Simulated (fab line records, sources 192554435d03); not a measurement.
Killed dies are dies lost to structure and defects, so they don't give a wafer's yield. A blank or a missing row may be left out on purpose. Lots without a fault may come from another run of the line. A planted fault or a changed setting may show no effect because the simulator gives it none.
Chamber matching | flow n5_finfet | N5_MOL_CONTACT_COAG_CMP_23 on cmp-02: 4 sister chambers
The step polishes, stops on SiO2, t overpolish 1.5 s, target thk 0 nm. 4 wafers are shown with their chamber, then 11 later ones without.

WAFERS WITH THEIR CHAMBER
wafer  | chamber | motor_current_A (A)
L083.1 | 1       | 6.0
L083.3 | 2       | 6.7
L087.4 | 0       | 6.3
L090.2 | 3       | 9.0

WAFERS WITHOUT THEIR CHAMBER
wafer  | motor_current_A (A)
L090.5 | 6.2
L090.6 | 6.5
L091.2 | 6.4
L091.4 | 8.4
L091.5 | 6.6
L095.4 | 8.8
L095.5 | 6.5
L095.6 | 8.5
L096.1 | 6.6
L096.2 | 6.5
L096.6 | 8.1

WHICH CHAMBER EACH WENT THROUGH
wafer  | from the rows above          | in truth
L090.5 | can't be placed: 0 or 1 or 2 | 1
L090.6 | can't be placed: 0 or 2 or 1 | 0
L091.2 | can't be placed: 0 or 2 or 1 | 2
L091.4 | 3                            | 3
L091.5 | can't be placed: 2 or 0 or 1 | 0
L095.4 | 3                            | 3
L095.5 | can't be placed: 0 or 2 or 1 | 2
L095.6 | 3                            | 3
L096.1 | can't be placed: 2 or 0 or 1 | 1
L096.2 | can't be placed: 0 or 2 or 1 | 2
L096.6 | can't be placed: 3 or 2      | 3
Placed correctly: 3 of 11. Can't be placed from these rows: 8 (the true chamber is among the candidates in 8). Placed wrongly: 0.
How it was worked out, from the rows above alone: a wafer's distance from a chamber is the root of the sum, over the readings, of the square of ((its reading less the chamber's mean) divided by the reading's scatter). The wafer belongs to the nearest chamber; if the next one is less than 2 further off, it can't be placed. A chamber's mean is the mean of its shown wafers. The scatter: with one shown wafer a chamber, the root of the mean of the squares of how far each hidden wafer lies from its nearest shown one.
